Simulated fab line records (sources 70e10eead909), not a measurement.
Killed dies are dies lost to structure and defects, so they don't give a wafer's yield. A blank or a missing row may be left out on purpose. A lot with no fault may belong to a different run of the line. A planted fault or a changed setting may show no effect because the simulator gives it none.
Code-filled problem report in 8D (eight disciplines) form + flow nand_harc + the parts of the form that need people (team, actions taken, sign-off) are left out

## 1. WHAT IS WRONG
Mean of killed_dies at NHARC_END_SORT_01: 677 across 3 wafers in 2 lots; on wafers with no fault it is 61 (standard deviation 16). That puts it +38 standard deviations away from the usual mean.
First observed at day 30 19:56: wafer L464.3, on prober-01. At this step, 6 wafers from 2 lots have a number in the record. Rule for "out" (also "out of limits"): further than 4 standard deviations from the usual mean. Any other wafer with a number is counted as sound.

## 2. WHAT THIS IS AND IS NOT
| question                    | is                           | is not                                                            |
|-----------------------------|------------------------------|-------------------------------------------------------------------|
| which readings at this step | killed_dies, killed_at_array | killed_at_other, killed_at_periphery, killed_open, killed_short   |
| which lots                  | L464, L465                   | -                                                                 |
| which wafers of those lots  | L464.3, L464.6, L465.5       | L464.1, L465.2, L465.6                                            |
| read on which gauges        | prober-01, prober-02         | -                                                                 |
| when                        | from day 30 19:56            | up to then (1 sound wafer); but 2 sound wafers of L465 came after |

## 3. THE SUSPECTS, EACH WITH WHAT RULES IT OUT
Counting: if a tool at a process step up to the reading ran every lot that is out, it stays a suspect. Sound lots after the first of them don't rule it out here, since some wafers of a struck lot are sound.
- ruled out: the gauge at NHARC_END_SORT_01. 2 gauges (prober-01, prober-02) read the wafers that are out.
- rie_diel-01 at NHARC_A_CHANNEL_HOLE_D1_ETCH_16 (etches the open film in O2/COS, target depth 3100 nm, time 806 s): kept. It ran every lot that is out, first L464 (day 14 19:04). Its own readings are out on those wafers: oes_product_au.
- At NHARC_A_CHANNEL_HOLE_D1_ETCH_16, inside rie_diel-01: chamber 0 took the wafers that are out, while their sound lot-mates went through chambers 1, 2, 3.
After counting, what remains is rie_diel-01 at NHARC_A_CHANNEL_HOLE_D1_ETCH_16.

## 4. THE CAUSE (what the simulator had put in)
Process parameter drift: rie_diel-01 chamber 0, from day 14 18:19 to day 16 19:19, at NHARC_A_CHANNEL_HOLE_D1_ETCH_16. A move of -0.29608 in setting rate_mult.
The count eliminated every tool but this one.

## 5. SEQUENCE OF EFFECTS, ordered by route
Rows list readings where the struck wafers' mean (over those with a number) sits beyond 3 standard deviations from the usual. Only readings for which the record gives a usual standard deviation are gone through. hours: the time from each lot's start at the first step in this table that gives one to its start at this step, as a median over the lots. sigmas: the change in usual standard deviations.
| hours | step                            | reading         | usual      | on struck wafers | change | sigmas |
|-------|---------------------------------|-----------------|------------|------------------|--------|--------|
| 0     | NHARC_A_CHANNEL_HOLE_D1_ETCH_16 | oes_product_au  | 1.003 a.u. | 0.826            | -0.177 | -12    |
| 382   | NHARC_END_SORT_01               | killed_at_array | 56         | 673              | +617   | +36    |
| 382   | NHARC_END_SORT_01               | killed_dies     | 61         | 677              | +616   | +38    |
Here are the process steps it includes:
- NHARC_A_CHANNEL_HOLE_D1_ETCH_16: etches the open film in O2/COS, target depth 3100 nm, time 806 s.

## 6. WHAT WOULD HAVE CAUGHT IT SOONER
The first out-of-limits reading at a measuring or inspecting step in this record came at day 30 19:56, 386 hours after the fault's start at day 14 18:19.
At NHARC_A_CHANNEL_HOLE_D1_ETCH_16, the tool's own readings (oes_product_au) were out on each struck wafer the step has a row for, so an alarm limit on them would have fired on the first such wafer.
Lots out: 2; all had begun NHARC_A_CHANNEL_HOLE_D1_ETCH_16 on rie_diel-01 by day 30 19:56. Tool hold at that time: it would have spared none of them.
